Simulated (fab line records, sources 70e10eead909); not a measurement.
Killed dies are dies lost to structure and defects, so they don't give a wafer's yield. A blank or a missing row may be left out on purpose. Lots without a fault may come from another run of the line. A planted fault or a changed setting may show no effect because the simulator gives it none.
Which tool did it? | flow nand_harc | 6 lots, 18 wafers sampled, at 4 steps of a route of 1159

WHAT THE GAUGES READ, wafer by wafer
NHARC_THIN_TSV_CD_MEAS_37.
lot  | measured     | on        | cd_nm (nm)
L832 | day 19 16:50 | cd_sem-03 | 4998.2 4998.1 4997.7
L837 | day 20 19:00 | cd_sem-03 | 4996.9 4999.0 4999.2
L840 | day 21 06:41 | cd_sem-01 | 5001.2 5001.4 5002.2
L846 | day 22 21:11 | cd_sem-02 | 5002.7 4998.2 5000.5
L850 | day 23 17:39 | cd_sem-02 | 4997.9 5000.0 4999.6
L852 | day 24 09:49 | cd_sem-03 | 4998.1 4997.4 4998.9

WHICH TOOL RAN EACH LOT (tool, then ch and the chambers of the sampled wafers, then the start)
lot  | NHARC_A_STAIRCASE_HM_DEP_456  | NHARC_THIN_TSV_STRIP_62              | NHARC_THIN_TSV_DESCUM_35
L832 | acl_dep-03 ch 0, day 11 17:09 | plasma_asher-01 ch 0,1, day 19 12:07 | rie_diel-07 ch 0,3, day 19 15:34
L837 | acl_dep-03 ch 0, day 13 07:12 | plasma_asher-02 ch 0,1, day 20 14:11 | rie_diel-02 ch 1,3, day 20 17:41
L840 | acl_dep-03 ch 0, day 13 16:02 | plasma_asher-01 ch 0,1, day 21 01:49 | rie_diel-02 ch 0,1,3, day 21 05:26
L846 | acl_dep-02 ch 0, day 14 22:20 | plasma_asher-02 ch 0,1, day 22 16:15 | rie_diel-02 ch 0,1,3, day 22 19:55
L850 | acl_dep-01 ch 0, day 16 02:56 | plasma_asher-01 ch 0,1, day 23 12:57 | rie_diel-08 ch 0,2,3, day 23 16:20
L852 | acl_dep-03 ch 0, day 16 16:10 | plasma_asher-02 ch 0,1, day 24 05:02 | rie_diel-08 ch 0,2,3, day 24 08:32
- NHARC_A_STAIRCASE_HM_DEP_456: deposits aC, target thk 1500 nm.
- NHARC_THIN_TSV_STRIP_62: strips in N2/H2, time 20 s.
- NHARC_THIN_TSV_DESCUM_35: chemistry O2, time 3 s.

THE ANSWER, worked out from the rows above alone
Rule: what is usual is taken from the lots themselves. Put in order of their means at a reading, lots are off if they are a third of the lots or fewer, leave a main group of 4 or more, and stand apart from it by a gap of 3 or more times the standard deviation of the main group's means; of several such gaps the widest counts. A main group whose means are all the same, to the digits that the tables above print for the reading, isn't used. A lot without any number at a reading at which 4 lots or more have one is off too. The other lots that the step has rows for count as sound.
No lot is off at any reading shown: from this, nothing can be told.

WHAT THE SIMULATOR HAD PUT IN
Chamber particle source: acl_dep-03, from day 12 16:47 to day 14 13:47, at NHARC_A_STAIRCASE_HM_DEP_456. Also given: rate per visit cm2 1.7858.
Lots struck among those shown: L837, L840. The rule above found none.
